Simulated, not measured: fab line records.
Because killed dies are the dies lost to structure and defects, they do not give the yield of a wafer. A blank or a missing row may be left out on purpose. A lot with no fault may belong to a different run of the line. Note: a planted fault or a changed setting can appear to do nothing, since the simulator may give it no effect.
fab line records	flow nand_harc
record lots=24	wafers=72	last_day=33
route steps=1302 shown P_GATE@215 P_CONTACT@218 P_M0@273
lots that met no fault: from a run of the same line without faults
start_h: start of the lot's first displayed wafer, in hours after the record's first day	wait_h: how many hours have passed since the lot's step before this one	" same as the row above	L1.1+2: a single row standing in for several wafers	- either no value or no given start	* or withheld: withheld	< > ~ a bound
route shown NAME@n: NAME is a module with steps in the file, n the number in the route of the first one	usual: the fault-free wafers' mean and standard deviation	same: alike in all rows	chamber/n: place in a boat	sites: per-site readings	_std_site: the values' standard deviation	_edge_site: the outer-site mean with the inner-site mean subtracted	radius_mm: for every site, how far away it sits from the centre of the wafer	mask NAME#n: copy n	behind: the last tool/chamber to shape the wafer	hold: why the lot was held/for how many hours/how that ended	device: whichever transistor did not switch (one of n, p or np)	end of line: tests run on the same wafers once the route is complete	where a step has no rows: the recipe by itself	killed: dies lost to structure and defects at the first sort, not the wafer's yield	map: the dies of a wafer, with x for killed, . for not killed, _ for no die there
set.NAME: setting as actually run; set.NAME@STEP: the setting as run at that earlier step	model.NAME: the simulator's own value behind a step, which no gauge read
a sample of lots followed through the steps of the route, with each step as a table and each wafer as a row
services: from which hour (start_h, from the record's first day; less than 0 if before it) a tool's chamber was out of use, for how many hours, and why
## steps
# step NHARC_P_GATE_RTA_82
# recipe temp_c=450	time_s=30
# usual anneal_temp_c_max=452.6/0.48	lamp_power_pct=4.00/0.088	wafer_temp_C_max=451.6/0.85
lot.wafer	tool	chamber	start_h	wait_h	anneal_temp_c_max	lamp_power_pct	wafer_temp_C_max
L074.1	rtp_anneal-01	0	124.88	-	452.1	3.88	452.2
L074.5	"	0	"	"	452.5	3.88	453.5
L074.6	"	0	"	"	451.9	3.88	452.6
L075.4	rtp_anneal-02	0	126.56	-	453.0	4.07	450.8
L075.5	"	0	"	"	452.9	4.07	450.6
L075.6	"	0	"	"	453.4	4.07	450.7
L076.1	rtp_anneal-02	0	139.89	-	452.0	4.07	451.6
L076.3	"	0	"	"	452.6	4.06	451.3
L076.4	"	0	"	"	452.5	4.07	451.5
L077.3	rtp_anneal-02	0	145.50	-	452.7	4.07	451.2
L077.5	"	0	"	"	452.6	4.07	451.1
L077.6	"	0	"	"	453.0	4.06	450.8
L078.1	rtp_anneal-02	0	155.96	-	452.4	4.06	450.8
L078.4	"	0	"	"	453.2	4.07	450.8
L078.5	"	0	"	"	452.3	4.06	451.2
L079.3	rtp_anneal-02	0	169.66	-	452.0	4.07	451.5
L079.4	"	0	"	"	453.2	4.07	451.1
L079.6	"	0	"	"	452.5	4.06	451.3
L080.1	rtp_anneal-02	0	170.84	-	452.1	4.07	451.0
L080.5	"	0	"	"	452.0	4.07	451.5
L080.6	"	0	"	"	451.4	4.07	451.0
L081.1	rtp_anneal-02	0	183.01	-	452.2	4.07	451.3
L081.2	"	0	"	"	453.4	4.07	450.5
L081.5	"	0	"	"	452.5	4.06	450.9
L082.1	rtp_anneal-01	0	195.90	-	453.0	3.89	452.6
L082.3	"	0	"	"	453.1	3.89	453.0
L082.6	"	0	"	"	452.3	3.89	452.4
L083.1	rtp_anneal-02	0	208.15	-	452.9	4.07	450.8
L083.3	"	0	"	"	452.3	4.06	451.1
L083.4	"	0	"	"	452.5	4.06	451.0
L084.1	rtp_anneal-02	0	215.13	-	451.8	4.07	451.8
L084.2	"	0	"	"	453.0	4.06	451.4
L084.3	"	0	"	"	451.9	4.06	451.0
L085.3	rtp_anneal-02	0	225.11	-	453.1	4.07	451.1
L085.5	"	0	"	"	453.0	4.07	451.1
L085.6	"	0	"	"	452.6	4.06	450.9
L086.2	rtp_anneal-02	0	233.08	-	452.1	4.07	450.2
L086.5	"	0	"	"	452.5	4.07	450.9
L086.6	"	0	"	"	451.6	4.07	451.1
L087.3	rtp_anneal-02	0	243.42	-	452.9	4.06	451.1
L087.4	"	0	"	"	452.7	4.07	451.1
L087.5	"	0	"	"	452.1	4.06	450.9
L088.2	rtp_anneal-01	0	259.48	-	452.0	3.89	453.0
L088.5	"	0	"	"	452.8	3.88	452.4
L088.6	"	0	"	"	452.6	3.88	452.6
L089.1	rtp_anneal-01	0	263.56	-	453.1	3.89	453.0
L089.2	"	0	"	"	452.7	3.88	452.6
L089.4	"	0	"	"	452.2	3.88	452.3
L090.1	rtp_anneal-01	0	275.79	-	452.6	3.89	452.4
L090.2	"	0	"	"	451.9	3.88	452.3
L090.4	"	0	"	"	452.0	3.89	451.8
L091.2	rtp_anneal-02	0	284.68	-	452.6	4.06	450.8
L091.3	"	0	"	"	452.9	4.06	450.8
L091.4	"	0	"	"	453.4	4.06	450.7
L092.1	rtp_anneal-01	0	296.99	-	452.0	3.88	452.1
L092.3	"	0	"	"	453.8	3.88	452.9
L092.6	"	0	"	"	452.7	3.88	452.2
L093.4	rtp_anneal-02	0	301.58	-	452.6	4.07	450.9
L093.5	"	0	"	"	452.2	4.07	450.9
L093.6	"	0	"	"	452.7	4.07	451.1
L094.1	rtp_anneal-01	0	320.35	-	453.2	3.89	452.3
L094.2	"	0	"	"	453.4	3.89	453.5
L094.4	"	0	"	"	451.9	3.89	452.0
L095.1	rtp_anneal-02	0	320.44	-	452.9	4.06	451.1
L095.3	"	0	"	"	451.8	4.07	451.1
L095.4	"	0	"	"	452.3	4.07	450.8
L096.1	rtp_anneal-01	0	341.58	-	453.4	3.88	453.7
L096.3	"	0	"	"	452.0	3.88	452.6
L096.5	"	0	"	"	453.4	3.88	452.8
L097.3	rtp_anneal-01	0	349.61	-	451.8	3.89	452.1
L097.4	"	0	"	"	451.7	3.88	453.0
L097.5	"	0	"	"	452.0	3.88	451.8
# step NHARC_P_CONTACT_DEP_00
# recipe target_thk_a=5000	temp_c=400	pressure_torr=6.5	rf_w=900	teos_flow_sccm=161.4	flow_sccm=2650	target_thk_nm=500	gas=O2	material=SiO2
# usual chamber_pressure_Torr=6.499/0.014	heater_power_w=616/98	mfc_precursor_sccm=161.4/0.48	throttle_valve_pct=15.9/0.33
lot.wafer	tool	chamber	start_h	wait_h	chamber_pressure_Torr	heater_power_w	mfc_precursor_sccm	throttle_valve_pct
L074.1	pecvd-02	0	-	-	6.487	579	161.6	16.3
L074.6	"	2	"	"	6.521	415	161.9	16.1
L074.5	"	0	"	"	6.503	598	161.6	16.4
L075.4	pecvd-01	2	-	-	6.526	651	161.5	17.1
L075.6	"	0	"	"	6.497	663	161.1	16.0
L075.5	"	1	"	"	6.497	602	161.4	16.7
L076.1	pecvd-03	1	-	-	6.530	645	161.4	16.4
L076.3	"	0	"	"	6.490	592	160.6	15.8
L076.4	"	2	"	"	6.486	600	162.2	15.7
L077.3	pecvd-01	2	146.19	0.3	6.493	488	161.1	16.0
L077.6	"	2	"	"	6.466	525	161.7	16.2
L077.5	"	1	"	"	6.513	670	161.4	15.9
L078.1	pecvd-01	0	-	-	6.511	720	161.5	15.5
L078.5	"	1	"	"	6.499	625	160.9	15.8
L078.4	"	2	"	"	6.488	550	162.5	16.3
L079.3	pecvd-03	0	-	-	6.496	580	161.3	15.9
L079.6	"	0	"	"	6.494	588	161.4	16.1
L079.4	"	1	"	"	6.481	661	160.7	16.3
L080.1	pecvd-01	2	-	-	6.490	654	161.1	15.9
L080.6	"	1	"	"	6.486	670	160.3	15.8
L080.5	"	0	"	"	6.496	802	161.3	15.6
L081.2	pecvd-02	0	-	-	6.519	621	161.7	16.2
L081.1	"	1	"	"	6.505	505	161.7	16.0
L081.5	"	2	"	"	6.514	411	161.5	16.2
L082.1	pecvd-01	1	-	-	6.490	686	160.9	15.7
L082.3	"	2	"	"	6.501	617	160.7	16.1
L082.6	"	1	"	"	6.474	698	161.5	16.0
L083.1	pecvd-01	1	-	-	6.494	672	160.5	15.7
L083.3	"	2	"	"	6.497	627	161.5	16.1
L083.4	"	1	"	"	6.517	671	160.9	16.3
L084.3	pecvd-01	0	-	-	6.480	710	161.9	15.6
L084.2	"	1	"	"	6.492	538	160.9	15.8
L084.1	"	2	"	"	6.500	567	161.8	16.4
L085.3	pecvd-01	1	-	-	6.496	669	161.6	15.8
L085.6	"	0	"	"	6.501	746	161.5	15.7
L085.5	"	2	"	"	6.479	623	161.6	16.5
L086.2	pecvd-01	1	233.73	0.3	6.500	675	162.4	16.0
L086.6	"	2	"	"	6.537	618	160.9	16.2
L086.5	"	1	"	"	6.489	591	162.5	15.8
L087.3	pecvd-01	2	244.11	0.3	6.487	573	161.8	16.2
L087.4	"	1	"	"	6.509	528	161.9	16.0
L087.5	"	1	"	"	6.516	576	161.6	15.7
L088.2	pecvd-02	0	-	-	6.523	557	161.6	15.9
L088.5	"	2	"	"	6.470	520	161.2	15.7
L088.6	"	0	"	"	6.503	602	161.4	15.6
L089.1	pecvd-03	1	-	-	6.505	770	162.0	15.9
L089.2	"	2	"	"	6.503	535	162.4	15.3
L089.4	"	0	"	"	6.488	500	161.3	15.7
L090.1	pecvd-01	1	-	-	6.512	674	161.6	16.1
L090.2	"	0	"	"	6.505	722	161.3	15.7
L090.4	"	1	"	"	6.504	675	161.3	16.1
L091.2	pecvd-01	0	285.27	0.3	6.488	710	161.9	15.7
L091.4	"	0	"	"	6.503	749	161.8	15.6
L091.3	"	1	"	"	6.510	636	161.5	15.6
L092.3	pecvd-01	1	-	-	6.528	630	161.3	16.1
L092.1	"	2	"	"	6.488	632	160.9	16.3
L092.6	"	0	"	"	6.498	804	161.9	15.9
L093.4	pecvd-01	0	-	-	6.503	813	161.8	15.6
L093.5	"	1	"	"	6.506	611	161.8	15.8
L093.6	"	2	"	"	6.506	482	161.0	16.6
L094.1	pecvd-02	2	-	-	6.516	439	161.3	16.2
L094.2	"	1	"	"	6.491	545	161.9	15.5
L094.4	"	0	"	"	6.514	624	161.4	15.9
L095.1	pecvd-03	0	-	-	6.495	541	160.8	15.8
L095.3	"	1	"	"	6.512	769	162.2	16.0
L095.4	"	1	"	"	6.525	790	161.7	16.0
L096.1	pecvd-02	1	-	-	6.490	486	162.2	15.3
L096.3	"	0	"	"	6.514	591	160.9	16.0
L096.5	"	1	"	"	6.512	519	161.0	15.4
L097.3	pecvd-03	1	-	-	6.500	782	161.7	16.3
L097.5	"	1	"	"	6.490	786	161.4	15.8
L097.4	"	0	"	"	6.515	514	162.0	15.8
# step NHARC_P_CONTACT_DESCUM_17
# recipe time_s=3	o2_flow_sccm=200	ar_flow_sccm=0	bias_power_w=0	chemistry=O2
# usual drypump_motor_current_A=5.6/0.43	oes_product_au=1.000/0.0089	rf_vpp_V=58.0/0.82	showerhead_plenum_p_Torr=1.95/0.085	throttle_valve_pct=11.311/0.0092
lot.wafer	tool	chamber	start_h	wait_h	drypump_motor_current_A	oes_product_au	rf_hours_counter_h	rf_vpp_V	showerhead_plenum_p_Torr	throttle_valve_pct
L074.1	rie_diel-01	1	126.89	0.1	5.6	0.986	4.4	58.0	1.92	11.319
L074.6	"	2	"	"	5.7	0.997	-	58.7	1.90	11.304
L074.5	"	3	"	"	5.1	0.994	-	58.3	1.78	11.304
L075.4	rie_diel-10	0	128.46	0.1	5.1	0.990	1.2	59.1	2.00	11.302
L075.5	"	0	"	"	5.1	0.982	-	59.2	2.00	11.319
L075.6	"	1	"	"	5.8	1.002	-	58.6	2.04	11.303
L076.3	rie_diel-01	2	141.91	0.1	5.7	1.004	4.4	58.4	1.90	11.302
L076.4	"	3	"	"	5.1	1.008	4.6	56.7	1.78	11.316
L076.1	"	1	"	"	5.6	0.994	4.8	56.5	1.92	11.319
L077.3	rie_diel-05	3	147.57	0.1	6.6	0.999	1.7	58.1	1.92	11.317
L077.6	"	2	"	"	5.1	1.015	-	56.9	1.84	11.310
L077.5	"	3	"	"	6.6	1.008	-	57.5	1.92	11.313
L078.4	rie_diel-01	1	157.97	0.1	5.6	0.995	5.9	58.4	1.92	11.323
L078.1	"	0	"	"	5.7	1.003	6.1	58.3	2.05	11.322
L078.5	"	2	"	"	5.7	1.011	-	58.0	1.90	11.317
L079.4	rie_diel-10	2	171.49	0.1	6.1	1.014	2.6	56.8	1.94	11.314
L079.3	"	3	"	"	5.4	1.016	2.5	57.8	2.06	11.306
L079.6	"	0	"	"	5.1	1.000	-	58.3	2.00	11.328
L080.1	rie_diel-01	0	172.85	0.1	5.7	0.980	7.3	57.2	2.05	11.296
L080.5	"	1	"	"	5.6	0.989	-	57.3	1.92	11.310
L080.6	"	2	"	"	5.8	0.991	-	58.1	1.90	11.291
L081.1	rie_diel-05	3	185.01	0.1	6.6	1.012	2.8	56.9	1.92	11.293
L081.2	"	0	"	"	5.7	0.993	2.3	58.5	2.04	11.325
L081.5	"	3	"	"	6.6	0.986	-	59.0	1.92	11.293
L082.3	rie_diel-10	1	197.77	0.1	5.8	0.983	2.8	59.0	2.04	11.307
L082.1	"	2	"	"	6.0	1.002	3.4	57.6	1.94	11.310
L082.6	"	1	"	"	5.8	0.990	-	57.7	2.04	11.307
L083.3	rie_diel-05	0	210.33	0.1	5.7	0.988	2.7	58.6	2.04	11.314
L083.4	"	1	"	"	5.8	1.005	3.3	57.8	2.01	11.308
L083.1	"	2	"	"	5.1	1.012	3.6	57.0	1.84	11.319
L084.2	rie_diel-05	0	217.01	0.1	5.7	0.994	3.2	58.3	2.04	11.312
L084.1	"	1	"	"	5.8	0.996	3.7	58.7	2.01	11.318
L084.3	"	2	"	"	5.1	1.011	4.0	56.5	1.84	11.307
L085.3	rie_diel-10	2	227.06	0.1	6.0	1.020	4.2	58.5	1.94	11.302
L085.6	"	1	"	"	5.8	0.990	-	57.8	2.03	11.319
L085.5	"	2	"	"	6.0	1.015	-	57.7	1.94	11.334
L086.2	rie_diel-01	0	235.23	0.1	5.8	0.998	0.5	58.9	2.05	11.315
L086.5	"	2	"	"	5.7	1.008	-	57.7	1.90	11.311
L086.6	"	3	"	"	5.1	0.995	-	58.1	1.78	11.314
L087.3	rie_diel-05	1	245.63	0.1	5.8	0.996	0.1	58.8	2.01	11.312
L087.4	"	2	"	"	5.1	1.009	0.1	57.0	1.84	11.292
L087.5	"	0	"	"	5.7	1.000	-	58.5	2.04	11.319
L088.2	rie_diel-01	0	261.48	0.1	5.8	1.003	1.5	59.7	2.05	11.307
L088.5	"	1	"	"	5.6	0.987	-	56.9	1.92	11.326
L088.6	"	2	"	"	5.7	0.995	-	58.1	1.90	11.317
L089.1	rie_diel-05	2	265.43	0.1	5.1	1.004	0.9	56.8	1.84	11.322
L089.4	"	3	"	"	6.6	0.985	0.8	58.1	1.92	11.313
L089.2	"	0	"	"	5.7	1.002	0.8	57.6	2.04	11.308
L090.4	rie_diel-01	0	277.93	0.1	5.8	0.996	3.5	56.6	2.05	11.310
L090.2	"	1	"	"	5.6	0.996	3.2	56.3	1.92	11.306
L090.1	"	2	"	"	5.7	1.005	2.7	57.9	1.90	11.309
L091.4	rie_diel-01	2	286.90	0.1	5.7	0.993	3.2	56.6	1.90	11.304
L091.3	"	3	"	"	5.1	1.001	3.1	56.3	1.78	11.313
L091.2	"	0	"	"	5.8	0.988	3.9	58.4	2.05	11.299
L092.3	rie_diel-10	0	298.98	0.1	5.1	0.999	0.8	57.4	2.00	11.297
L092.1	"	3	"	"	5.3	0.997	0.7	58.3	2.06	11.302
L092.6	"	1	"	"	5.8	0.986	-	58.6	2.03	11.316
L093.4	rie_diel-10	1	303.38	0.1	5.8	1.004	1.1	59.1	2.03	11.324
L093.6	"	2	"	"	6.1	1.004	-	58.0	1.94	11.316
L093.5	"	3	"	"	5.3	1.002	-	57.6	2.06	11.301
L094.1	rie_diel-05	2	322.21	0.1	5.1	1.009	1.9	57.8	1.84	11.300
L094.4	"	3	"	"	6.6	1.006	1.9	58.4	1.92	11.317
L094.2	"	1	"	"	5.8	1.018	1.9	57.7	2.00	11.332
L095.4	rie_diel-10	3	322.44	0.1	5.3	1.012	1.8	58.7	2.06	11.312
L095.1	"	1	"	"	5.8	0.997	1.8	59.4	2.03	11.296
L095.3	"	2	"	"	6.1	1.014	1.5	57.2	1.94	11.305
L096.3	rie_diel-01	3	343.44	0.1	5.1	1.000	5.9	59.3	1.78	11.305
L096.1	"	0	"	"	5.8	0.994	6.8	58.3	2.05	11.313
L096.5	"	3	"	"	5.2	0.990	-	57.5	1.78	11.320
L097.3	rie_diel-10	2	351.42	0.1	6.1	0.995	2.5	57.4	1.94	11.310
L097.4	"	3	"	"	5.3	0.989	-	58.5	2.06	11.302
L097.5	"	0	"	"	5.1	1.010	-	58.5	2.00	11.325
# step NHARC_P_M0_PRE_CLEAN_29
# recipe time_s=30	temp_c=280	gas=H2/He
# usual heater_power_w=411/37
lot.wafer	tool	chamber	start_h	wait_h	heater_power_w
L074.1	pvd_sputter-01	-	-	-	445
L074.5	"	-	"	"	455
L074.6	"	-	"	"	436
L075.4	pvd_sputter-02	-	-	-	430
L075.5	"	-	"	"	387
L075.6	"	-	"	"	423
L076.4	pvd_sputter-02	-	-	-	397
L076.3	"	-	"	"	431
L076.1	"	-	"	"	431
L077.3	pvd_sputter-01	-	-	-	358
L077.5	"	-	"	"	358
L077.6	"	-	"	"	452
L078.4	pvd_sputter-01	-	-	-	364
L078.1	"	-	"	"	450
L078.5	"	-	"	"	434
L079.4	pvd_sputter-01	-	-	-	454
L079.3	"	-	"	"	449
L079.6	"	-	"	"	448
L080.1	pvd_sputter-01	-	-	-	366
L080.6	"	-	"	"	453
L080.5	"	-	"	"	449
L081.1	pvd_sputter-03	-	-	-	376
L081.2	"	-	"	"	458
L081.5	"	-	"	"	447
L082.1	pvd_sputter-01	-	-	-	379
L082.3	"	-	"	"	363
L082.6	"	-	"	"	371
L083.3	pvd_sputter-03	-	-	-	429
L083.4	"	-	"	"	438
L083.1	"	-	"	"	379
L084.2	pvd_sputter-01	-	-	-	440
L084.1	"	-	"	"	378
L084.3	"	-	"	"	438
L085.3	pvd_sputter-03	-	-	-	434
L085.6	"	-	"	"	438
L085.5	"	-	"	"	452
L086.2	pvd_sputter-02	-	-	-	350
L086.5	"	-	"	"	356
L086.6	"	-	"	"	378
L087.4	pvd_sputter-01	-	-	-	435
L087.3	"	-	"	"	355
L087.5	"	-	"	"	445
L088.2	pvd_sputter-01	-	-	-	374
L088.5	"	-	"	"	452
L088.6	"	-	"	"	431
L089.1	pvd_sputter-01	-	-	-	347
L089.4	"	-	"	"	449
L089.2	"	-	"	"	376
L090.1	pvd_sputter-01	-	-	-	381
L090.2	"	-	"	"	360
L090.4	"	-	"	"	446
L091.3	pvd_sputter-03	-	-	-	459
L091.2	"	-	"	"	375
L091.4	"	-	"	"	440
L092.3	pvd_sputter-02	-	-	-	386
L092.1	"	-	"	"	433
L092.6	"	-	"	"	406
L093.4	pvd_sputter-02	-	-	-	443
L093.5	"	-	"	"	381
L093.6	"	-	"	"	421
L094.1	pvd_sputter-02	-	-	-	359
L094.4	"	-	"	"	377
L094.2	"	-	"	"	414
L095.3	pvd_sputter-01	-	-	-	374
L095.1	"	-	"	"	348
L095.4	"	-	"	"	431
L096.1	pvd_sputter-03	-	-	-	443
L096.3	"	-	"	"	447
L096.5	"	-	"	"	444
L097.3	pvd_sputter-01	-	-	-	441
L097.4	"	-	"	"	350
L097.5	"	-	"	"	455
# step NHARC_P_M0_PVD_21
# recipe target_thk_a=300	chamber_pressure_pa=5	power_w=5000	substrate_temp_c=30	time_s=20.49	material=Cu
# usual throttle_valve_pct=30.1/0.69
lot.wafer	tool	chamber	start_h	wait_h	throttle_valve_pct
L074.1	pvd_sputter-01	-	-	-	29.2
L074.6	"	-	"	"	31.0
L074.5	"	-	"	"	29.3
L075.4	pvd_sputter-02	-	-	-	30.6
L075.5	"	-	"	"	30.0
L075.6	"	-	"	"	30.3
L076.3	pvd_sputter-02	-	-	-	30.0
L076.4	"	-	"	"	30.5
L076.1	"	-	"	"	30.3
L077.3	pvd_sputter-01	-	-	-	29.1
L077.6	"	-	"	"	29.1
L077.5	"	-	"	"	29.4
L078.1	pvd_sputter-01	-	-	-	29.6
L078.4	"	-	"	"	29.3
L078.5	"	-	"	"	30.0
L079.3	pvd_sputter-01	-	-	-	29.7
L079.4	"	-	"	"	29.2
L079.6	"	-	"	"	29.6
L080.1	pvd_sputter-01	-	-	-	29.3
L080.5	"	-	"	"	29.6
L080.6	"	-	"	"	31.2
L081.1	pvd_sputter-03	-	-	-	30.6
L081.2	"	-	"	"	31.2
L081.5	"	-	"	"	31.0
L082.1	pvd_sputter-01	-	-	-	31.2
L082.3	"	-	"	"	29.3
L082.6	"	-	"	"	29.6
L083.3	pvd_sputter-03	-	-	-	30.9
L083.1	"	-	"	"	28.9
L083.4	"	-	"	"	29.8
L084.3	pvd_sputter-01	-	-	-	29.1
L084.2	"	-	"	"	29.8
L084.1	"	-	"	"	31.1
L085.3	pvd_sputter-03	-	-	-	29.7
L085.6	"	-	"	"	31.0
L085.5	"	-	"	"	31.3
L086.2	pvd_sputter-02	-	-	-	30.5
L086.6	"	-	"	"	30.1
L086.5	"	-	"	"	30.1
L087.4	pvd_sputter-01	-	-	-	30.5
L087.3	"	-	"	"	30.3
L087.5	"	-	"	"	30.5
L088.2	pvd_sputter-01	-	-	-	30.2
L088.6	"	-	"	"	29.2
L088.5	"	-	"	"	30.8
L089.1	pvd_sputter-01	-	-	-	30.7
L089.4	"	-	"	"	30.7
L089.2	"	-	"	"	30.1
L090.1	pvd_sputter-01	-	-	-	30.5
L090.2	"	-	"	"	29.7
L090.4	"	-	"	"	29.6
L091.2	pvd_sputter-03	-	-	-	31.2
L091.4	"	-	"	"	29.0
L091.3	"	-	"	"	30.8
L092.1	pvd_sputter-02	-	-	-	29.4
L092.3	"	-	"	"	30.7
L092.6	"	-	"	"	30.3
L093.4	pvd_sputter-02	-	-	-	29.9
L093.5	"	-	"	"	30.6
L093.6	"	-	"	"	30.1
L094.1	pvd_sputter-02	-	-	-	30.3
L094.4	"	-	"	"	29.9
L094.2	"	-	"	"	30.7
L095.1	pvd_sputter-01	-	-	-	30.3
L095.3	"	-	"	"	29.4
L095.4	"	-	"	"	30.6
L096.3	pvd_sputter-03	-	-	-	30.6
L096.1	"	-	"	"	31.1
L096.5	"	-	"	"	30.9
L097.3	pvd_sputter-01	-	-	-	30.6
L097.4	"	-	"	"	30.0
L097.5	"	-	"	"	29.3
# step NHARC_P_M0_THK_MEAS_24
# recipe thk_meas_gauge=xrf
# usual thk_nm=117.4/1.5
lot.wafer	tool	chamber	start_h	wait_h	thk_nm
L074.1	film_metro-01	-	133.36	-	114.7
L074.5	"	-	"	"	113.3
L074.6	"	-	"	"	117.8
L075.4	film_metro-02	-	134.94	-	117.1
L075.5	"	-	"	"	113.8
L075.6	"	-	"	"	116.4
L076.1	film_metro-02	-	148.40	-	118.3
L076.3	"	-	"	"	116.0
L076.4	"	-	"	"	116.7
L077.3	film_metro-02	-	154.00	-	117.5
L077.5	"	-	"	"	117.4
L077.6	"	-	"	"	117.6
L078.1	film_metro-01	-	164.91	-	118.4
L078.4	"	-	"	"	118.0
L078.5	"	-	"	"	116.4
L079.3	film_metro-01	-	178.41	-	119.8
L079.4	"	-	"	"	116.2
L079.6	"	-	"	"	117.1
L080.1	film_metro-02	-	179.18	-	117.3
L080.5	"	-	"	"	119.2
L080.6	"	-	"	"	116.4
L081.1	film_metro-02	-	191.41	-	116.1
L081.2	"	-	"	"	114.6
L081.5	"	-	"	"	116.5
L082.1	film_metro-01	-	204.27	-	115.5
L082.3	"	-	"	"	116.6
L082.6	"	-	"	"	118.3
L083.1	film_metro-01	-	216.96	-	116.6
L083.3	"	-	"	"	117.9
L083.4	"	-	"	"	115.8
L084.1	film_metro-01	-	223.61	-	117.2
L084.2	"	-	"	"	115.5
L084.3	"	-	"	"	117.0
L085.3	film_metro-01	-	233.43	-	116.8
L085.5	"	-	"	"	117.7
L085.6	"	-	"	"	117.1
L086.2	film_metro-01	-	241.72	-	116.7
L086.5	"	-	"	"	117.4
L086.6	"	-	"	"	117.9
L087.3	film_metro-01	-	252.02	-	119.6
L087.4	"	-	"	"	117.4
L087.5	"	-	"	"	116.5
L088.2	film_metro-01	-	268.26	-	119.3
L088.5	"	-	"	"	117.3
L088.6	"	-	"	"	118.7
L089.1	film_metro-01	-	271.92	-	116.9
L089.2	"	-	"	"	116.6
L089.4	"	-	"	"	119.2
L090.1	film_metro-01	-	284.34	-	116.4
L090.2	"	-	"	"	119.5
L090.4	"	-	"	"	119.4
L091.2	film_metro-01	-	294.46	-	116.5
L091.3	"	-	"	"	118.5
L091.4	"	-	"	"	116.3
L092.1	film_metro-02	-	305.65	-	119.3
L092.3	"	-	"	"	117.2
L092.6	"	-	"	"	118.9
L093.4	film_metro-01	-	309.82	-	115.4
L093.5	"	-	"	"	116.1
L093.6	"	-	"	"	117.6
L094.1	film_metro-02	-	328.63	-	117.7
L094.2	"	-	"	"	119.2
L094.4	"	-	"	"	117.4
L095.1	film_metro-02	-	329.41	-	120.6
L095.3	"	-	"	"	116.8
L095.4	"	-	"	"	118.4
L096.1	film_metro-02	-	350.20	-	117.9
L096.3	"	-	"	"	116.6
L096.5	"	-	"	"	118.8
L097.3	film_metro-01	-	358.05	-	117.9
L097.4	"	-	"	"	116.1
L097.5	"	-	"	"	118.6
## services
tool	chamber	start_h	hours	kind
pvd_sputter-02	-	104.00	10.0	pm
rie_diel-10	-	116.34	0.7	repair
pecvd-01	-	130.30	13.0	pm
pvd_sputter-03	-	160.26	17.6	repair
rie_diel-01	3	183.18	30.8	repair
rie_diel-10	1	187.72	2.9	repair
rie_diel-01	-	188.68	0.4	repair
rie_diel-10	-	191.08	0.3	repair
rie_diel-01	-	203.97	9.0	pm
pvd_sputter-01	-	226.00	10.0	pm
rie_diel-01	3	226.58	4.4	repair
pecvd-01	-	228.94	0.6	repair
pecvd-01	0	232.96	16.8	repair
pvd_sputter-02	-	235.94	1.2	repair
rie_diel-10	-	242.50	9.0	pm
pvd_sputter-02	-	282.00	10.0	pm
pvd_sputter-01	-	293.84	4.3	repair
pvd_sputter-01	-	301.41	1.6	repair
rie_diel-10	0	306.95	2.5	repair
pecvd-01	-	311.30	13.0	pm
rie_diel-01	1	329.55	4.6	repair
rie_diel-01	1	339.34	12.9	repair
rie_diel-10	1	344.21	23.4	repair
pvd_sputter-03	-	355.81	10.0	pm
## key
fault none
